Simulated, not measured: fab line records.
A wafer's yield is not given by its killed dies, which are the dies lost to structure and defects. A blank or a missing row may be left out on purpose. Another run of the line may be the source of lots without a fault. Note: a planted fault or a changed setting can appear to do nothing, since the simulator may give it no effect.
Which of the tools did it?	flow nand-harc	Sampling: 12 lots, 36 wafers, 3 of 1302 route steps

== WHAT THE GAUGES SHOWED, per wafer ==
NHARC_P_GATE_CD_MEAS_33.
lot	measured	on	cd-nm (nm)
L075	day 5 10:47	cd-sem-01	118 123 126
L077	day 6 14:55	cd-sem-03	123 118 120
L079	day 7 05:54	cd-sem-02	119 123 120
L081	day 8 01:43	cd-sem-01	124 126 121
L083	day 9 06:53	cd-sem-01	125 122 119
L085	day 9 18:05	cd-sem-02	117 121 123
L087	day 10 08:34	cd-sem-03	125 124 120
L089	day 11 02:20	cd-sem-03	123 116 124
L091	day 12 05:40	cd-sem-01	124 117 124
L093	day 12 23:28	cd-sem-01	120 118 124
L095	day 13 18:29	cd-sem-01	125 125 121
L097	day 14 22:50	cd-sem-03	120 127 127

== EACH LOT AND THE TOOL THAT RAN IT (in order: tool; ch and the chambers of the sampled wafers; start) ==
lot	NHARC_P_ZERO_WELL_ETCH_65	NHARC_P_GATE_HM_DEP_102
L075	rie-diel-11 ch 2,3, day 2 07:31	acl-dep-02 ch 0, day 5 08:36
L077	rie-diel-04 ch 0,1,2, day 3 03:22	acl-dep-01 ch 0, day 6 12:40
L079	rie-diel-11 ch 1,2,3, day 3 23:32	acl-dep-01 ch 0, day 7 03:34
L081	rie-diel-04 ch 0,1,2, day 4 19:32	acl-dep-01 ch 0, day 7 23:17
L083	rie-diel-04 ch 0,1,3, day 5 15:38	acl-dep-03 ch 0, day 9 04:40
L085	rie-diel-03 ch 1,2, day 6 11:23	acl-dep-01 ch 0, day 9 15:58
L087	rie-diel-11 ch 0,1,3, day 7 07:29	acl-dep-03 ch 0, day 10 06:22
L089	rie-diel-04 ch 0,2,3, day 8 03:21	acl-dep-01 ch 0, day 10 23:58
L091	rie-diel-11 ch 0,1,2, day 8 23:37	acl-dep-01 ch 0, day 12 03:28
L093	rie-diel-11 ch 0,1,3, day 9 19:29	acl-dep-01 ch 0, day 12 21:16
L095	rie-diel-03 ch 0,1,2, day 10 15:38	acl-dep-01 ch 0, day 13 16:06
L097	rie-diel-11 ch 2,3, day 11 11:29	acl-dep-01 ch 0, day 14 20:44
- NHARC_P_ZERO_WELL_ETCH_65: etches the open film in N2/H2, target depth 80 nm, overetch 24 nm, time 87.88 s.
- NHARC_P_GATE_HM_DEP_102: deposits aC, target thk 120 nm.

== THE ANSWER, worked out from the rows above alone ==
Rule: what is usual is taken from the lots themselves. The widest of any qualifying gaps counts: lots, ordered by their means at a reading, are off when they make up no more than a third of the lots, leave a main group of 4 or more, and stand apart from it by 3 or more times the standard deviation of that group's means. If all means in a main group match to the digits the tables above print for the reading, that group is not used. Also off: a lot with no number at a reading for which 4 or more lots have one. The other lots that the step has rows for count as sound.
None of the lots is off at any reading shown; this tells nothing.

== WHAT THE SIMULATOR PUT IN ==
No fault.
